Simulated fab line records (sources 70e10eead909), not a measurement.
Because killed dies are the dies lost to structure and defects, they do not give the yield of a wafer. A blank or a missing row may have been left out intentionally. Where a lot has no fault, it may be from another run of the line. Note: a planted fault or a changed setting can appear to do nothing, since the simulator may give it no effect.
Problem report, 8D (eight disciplines) form, completed by code -- flow nand harc -- the parts of the form that need people (team, actions taken, sign-off) are left out

== 1. PROBLEM STATEMENT ==
Mean of thk nm at NHARC_A_ONON_D1_THK_MEAS_18: 1844 nm across 6 wafers in 2 lots; on wafers with no fault it is 1000 nm (standard deviation 7.3). So: +99 or more standard deviations from the usual mean.
The step: measures by ellipsometry.
First observed at day 11 01:44: wafer L476.2, on film metro-01. The record holds 36 wafers of 12 lots with a number at this step. By rule, "out" or "out of limits" means more than 4 standard deviations away from the usual mean. The rest of the wafers with a number are treated as sound.

== 2. WHAT THIS IS AND IS NOT ==
question,is,is not
which readings at this step,thk nm,-
which lots,"L476, L479","L464, L465, L470, L472, L474, L481, L483, L484, L486, L487"
which wafers of those lots,all that have a number,-
read on which gauges,film metro-01,film metro-02
when,from day 11 01:44,"up to then (15 sound wafers); but 15 sound wafers of L481, L483, L484, L486, L487 came after"

== 3. THE SUSPECTS, EACH WITH WHAT RULES IT OUT ==
Counting: a tool at any process step up to the reading remains a suspect when it ran all the lots that are out and ran no sound lot after the first of those.
- the gauge at NHARC_A_ONON_D1_THK_MEAS_18: kept. All the wafers that are out were read on film metro-01, and no step on other tools shows them out.
- rtp anneal-02 at NHARC_P_BONDPAD_ANNEAL_28 (time 90 s): ruled out as a lasting fault. Sound lots L481, L486, L487 ran on it after its first lot that is out, L476 (day 9 15:40).
- pecvd onon-02 at NHARC_A_ONON_D1_DEP_16 (target thk 1000 nm): kept. Every lot that is out went through it, starting with L476 (day 11 01:17), and after that it ran no sound lot; the last sound lot it ran before then is L470 (day 9 11:36).
Left after counting: pecvd onon-02 at NHARC_A_ONON_D1_DEP_16, film metro-01 at NHARC_A_ONON_D1_THK_MEAS_18.

== 4. THE CAUSE (what the simulator had put in) ==
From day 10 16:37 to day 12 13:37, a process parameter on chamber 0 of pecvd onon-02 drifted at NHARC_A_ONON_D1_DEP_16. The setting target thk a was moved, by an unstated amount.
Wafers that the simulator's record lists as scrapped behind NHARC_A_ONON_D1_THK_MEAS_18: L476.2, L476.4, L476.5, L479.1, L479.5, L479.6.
Counting left 2 suspects, and this tool is among them.

== 5. THE CHAIN OF EFFECTS, in route order ==
Each row: a reading where the mean over the struck wafers with a number is more than 3 standard deviations away from the usual. Only readings for which the record gives a usual standard deviation are gone through. hours: the time from each lot's start at the first step in this table that gives one to its start at this step, as a median over the lots. sigmas: the change in usual standard deviations.
hours,step,reading,usual,on struck wafers,change,sigmas
0,NHARC_A_ONON_D1_THK_MEAS_18,thk nm,1000 nm,1844,+844,+99 or more

== 6. HOW IT WOULD HAVE BEEN CAUGHT EARLIER ==
In this record the first reading out of limits at a measuring or inspecting step was taken at day 11 01:44, 9 hours after the fault began at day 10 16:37.
Of the tool readings at NHARC_A_ONON_D1_DEP_16 for which the record gives a usual standard deviation, none was out on any struck wafer, so an alarm limit of 4 standard deviations on them would not have fired.
L479, from the lots that are out (2), started NHARC_A_ONON_D1_DEP_16 on pecvd onon-02 later than day 11 01:44. A tool hold placed at that time would have kept it from harm.
